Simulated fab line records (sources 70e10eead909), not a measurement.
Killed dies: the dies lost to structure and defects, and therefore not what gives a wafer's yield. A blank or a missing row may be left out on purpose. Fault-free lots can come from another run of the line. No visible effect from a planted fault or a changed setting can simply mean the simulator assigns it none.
Which tool was responsible? -- flow nand_harc -- 6 lots with 18 wafers sampled at 4 steps, on a route of 1159 steps

WHAT THE GAUGES READ, wafer by wafer
NHARC_P_ZERO_WELL_CD_MEAS_52: the cd target is 2000 nm.
lot,measured,on,cd_nm (nm)
L971,day 2 05:29,cd_sem-03,2000.0 2003.3 2001.4
L982,day 4 23:36,cd_sem-02,1999.9 2000.8 2000.1
L984,day 5 11:54,cd_sem-01,2001.7 1999.9 1997.3
L986,day 5 23:46,cd_sem-01,1995.5 2000.5 1996.4
L989,day 6 17:40,cd_sem-01,2001.4 2001.2 1995.4
L992,day 7 11:40,cd_sem-01,1999.9 2001.3 2000.8

WHAT TOOL EACH LOT RAN ON (gives the tool, then ch and the chambers of the sampled wafers, and finally the start)
lot,NHARC_P_ZERO_WELL_DESCUM_13,NHARC_P_ZERO_WELL_ETCH_65,NHARC_P_ZERO_WELL_EXPOSE_49
L971,"rie_diel-10 ch 1,2,3, day 2 01:17","rie_diel-10 ch 0,2,3, day 2 01:22","krf_scanner-02 ch 0, day 2 05:20"
L982,"rie_diel-03 ch 0,1,3, day 4 19:25","rie_diel-03 ch 0,1,2, day 4 19:30","krf_scanner-01 ch 0, day 4 23:26"
L984,"rie_diel-03 ch 0,1,2, day 5 07:26","rie_diel-03 ch 2,3, day 5 07:29","krf_scanner-04 ch 0, day 5 11:44"
L986,"rie_diel-03 ch 2,3, day 5 19:25","rie_diel-03 ch 1,2,3, day 5 19:31","krf_scanner-01 ch 0, day 5 23:37"
L989,"rie_diel-11 ch 0,1, day 6 13:16","rie_diel-11 ch 1,3, day 6 13:23","krf_scanner-02 ch 0, day 6 17:31"
L992,"rie_diel-11 ch 0,3, day 7 07:25","rie_diel-11 ch 0,1,3, day 7 07:29","krf_scanner-02 ch 0, day 7 11:31"
- NHARC_P_ZERO_WELL_DESCUM_13: chemistry O2, time 3 s.
- NHARC_P_ZERO_WELL_ETCH_65: etches the open film in N2/H2, target depth 80 nm, overetch 24 nm, time 87.88 s.
- NHARC_P_ZERO_WELL_EXPOSE_49: exposes mask P HVPW, target cd 2000 nm.

THE ANSWER, worked out from the rows above alone
Rule: what is usual is taken from the lots themselves. The widest of any qualifying gaps counts: lots, ordered by their means at a reading, are off when they make up no more than a third of the lots, leave a main group of 4 or more, and stand apart from it by 3 or more times the standard deviation of that group's means. The tables above print the reading to a certain number of digits; a main group whose means all agree to those digits is not used. Also off: a lot with no number at a reading for which 4 or more lots have one. Any other lot the step has rows for is counted as sound.
Across all readings shown, no lot is off: no conclusion can be drawn from this.

WHAT THE SIMULATOR HAD PUT IN
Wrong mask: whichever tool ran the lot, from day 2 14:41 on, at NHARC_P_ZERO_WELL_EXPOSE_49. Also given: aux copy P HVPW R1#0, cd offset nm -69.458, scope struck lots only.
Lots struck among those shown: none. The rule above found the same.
